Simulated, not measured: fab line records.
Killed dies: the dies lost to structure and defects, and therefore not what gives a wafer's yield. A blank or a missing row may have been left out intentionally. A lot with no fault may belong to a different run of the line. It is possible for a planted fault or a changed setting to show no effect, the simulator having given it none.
Which of the tools did it?    flow n5 finfet    Sampling: 9 lots, 27 wafers, 3 of 1938 route steps

## WHAT THE GAUGES SHOWED, per wafer
N5_BEOL_M14_OVL_MEAS_29.
lot   measured      on          M14_OVL (nm)
L497  day 10 14:39  overlay-01  -1 -2 -5
L498  day 11 07:59  overlay-01  2 -1 8
L502  day 11 15:34  overlay-02  -6 -1 -1
L500  day 11 15:47  overlay-01  -2 -3 -2
L504  day 12 11:43  overlay-02  -2 -4 -7
L512  day 15 05:23  overlay-01  30 39 34
L514  day 15 05:52  overlay-01  34 35 27
L515  day 15 14:34  overlay-01  2 12 2
L520  day 16 18:05  overlay-01  -4 -8 -3

## WHICH TOOL RAN EACH LOT (tool, then ch and the chambers of the sampled wafers, then the start)
lot   N5_BEOL_M14_ETCH_59                 N5_BEOL_M14_EXPOSE_25
L497  rie diel-06 ch 0,2, day 10 13:44    krf scanner-01 ch 0, day 10 14:28
L498  rie diel-03 ch 1,2, day 11 07:14    krf scanner-02 ch 0, day 11 07:47
L502  rie diel-03 ch 0,2,3, day 11 14:41  krf scanner-01 ch 0, day 11 15:22
L500  rie diel-01 ch 2,3, day 11 14:55    krf scanner-02 ch 0, day 11 15:36
L504  rie diel-01 ch 1,3, day 12 08:53    krf scanner-02 ch 0, day 12 11:32
L512  rie diel-01 ch 1,3, day 15 04:29    krf scanner-02 ch 0, day 15 05:11
L514  rie diel-01 ch 0,2,3, day 15 05:06  krf scanner-02 ch 0, day 15 05:40
L515  rie diel-03 ch 0,1, day 15 13:49    krf scanner-01 ch 0, day 15 14:22
L520  rie diel-01 ch 1,2,3, day 16 17:13  krf scanner-01 ch 0, day 16 17:53
- N5_BEOL_M14_ETCH_59: etches BARC in N2/H2, target depth 89 nm, overetch 26.7 nm, time 67.9 s.
- N5_BEOL_M14_EXPOSE_25: exposes mask M14, target cd 280 nm.

## THE ANSWER, worked out from the rows above alone
Rule: what is usual is taken from the lots themselves. Put in order of their means at a reading, lots are off if they are a third of the lots or fewer, leave a main group of 4 or more, and stand apart from it by a gap of 3 or more times the standard deviation of the main group's means; of several such gaps the widest counts. Not used: any main group whose means are identical at the precision the tables above print for the reading. Also off: a lot with no number at a reading for which 4 or more lots have one. Any other lot the step has rows for is counted as sound.
Off: at N5_BEOL_M14_OVL_MEAS_29 (M14_OVL), L512, L514. The main group has a mean of -1 nm with a standard deviation of 3.6.
A tool fits if, at a process step before that reading, it ran every lot that is off, and no sound lot after the first of them. Those tools and the gauges at N5_BEOL_M14_OVL_MEAS_29 are tried in the same way. One fits: N5_BEOL_M14_EXPOSE_25 on krf scanner-02. A fault onset in the window from L504 (day 12 11:32, its last sound lot) to L512 (day 15 05:11, its first lot off) fits.

## WHAT THE SIMULATOR PUT IN
Scanner matching overlay: krf scanner-02, from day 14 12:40 on, at N5_BEOL_M14_EXPOSE_25. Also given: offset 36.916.
Shown lots that were struck: L512, L514. The same result came from the rule above.
